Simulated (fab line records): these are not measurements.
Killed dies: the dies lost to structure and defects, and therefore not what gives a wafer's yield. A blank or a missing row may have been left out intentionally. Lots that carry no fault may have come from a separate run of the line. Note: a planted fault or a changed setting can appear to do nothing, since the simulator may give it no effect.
Chamber matching    flow nandHarc    4 sister chambers for NHARC_A_STAIRCASE_DESCUM_443 on rieDiel-07
The step chemistry O2, time 3 s. 14 wafers are shown with their chamber, then 7 later ones without.

== WAFERS PAIRED WITH THEIR CHAMBERS ==
wafer   chamber  drypumpMotorCurrentA (A)  showerheadPlenumPTorr (Torr)  oesProductAu (a.u.)
L074.2  1        5.8                       1.93                          0.986
L074.4  3        5.7                       1.95                          1.012
L074.6  1        5.8                       1.93                          0.980
L080.1  0        5.3                       2.01                          0.997
L080.2  1        5.9                       1.93                          0.977
L080.4  3        5.7                       1.95                          1.014
L084.2  2        6.3                       2.06                          0.985
L084.3  0        5.3                       2.01                          1.005
L084.5  0        5.3                       2.01                          0.992
L090.2  2        6.3                       2.06                          1.001
L090.4  1        5.8                       1.92                          1.000
L090.5  2        6.3                       2.06                          0.992
L093.1  1        5.9                       1.92                          1.003
L093.2  0        5.3                       2.00                          0.980

SIGNATURES (means of the wafers above)
reading                chamber 0  chamber 1  chamber 2  chamber 3  scatter within a chamber
drypumpMotorCurrentA   5.300      5.840      6.300      5.700      0.0346
showerheadPlenumPTorr  2.0075     1.9260     2.0600     1.9500     0.00442
oesProductAu           0.99350    0.98920    0.99267    1.01300    0.0101
Rule: a wafer lies at a distance from a chamber equal to the root of the sum of squares, over the readings, of (its reading less the chamber's mean, divided by the reading's scatter). If the next closest chamber is less than 2 further off than the closest, the wafer can't be placed; otherwise it belongs to the closest. The scatter: take each reading less its chamber's mean, square it, sum over the shown wafers, divide by the number of wafers less the number of chambers, and take the root.

== WAFERS WHOSE CHAMBER IS MISSING ==
wafer   drypumpMotorCurrentA (A)  showerheadPlenumPTorr (Torr)  oesProductAu (a.u.)
L093.6  6.2                       2.05                          0.996
L094.2  6.3                       2.05                          1.006
L094.5  5.9                       1.92                          1.001
L094.6  5.3                       2.00                          0.991
L096.1  5.3                       2.00                          0.986
L096.4  6.3                       2.05                          0.998
L096.5  5.3                       2.00                          0.992

== EACH ONE'S CHAMBER ==
wafer   from the rows above  in truth
L093.6  2                    2
L094.2  2                    2
L094.5  1                    1
L094.6  0                    0
L096.1  0                    0
L096.4  2                    2
L096.5  0                    0
7 of 7 placed correctly. Can't be placed from these rows: 0. Number placed wrongly: 0.
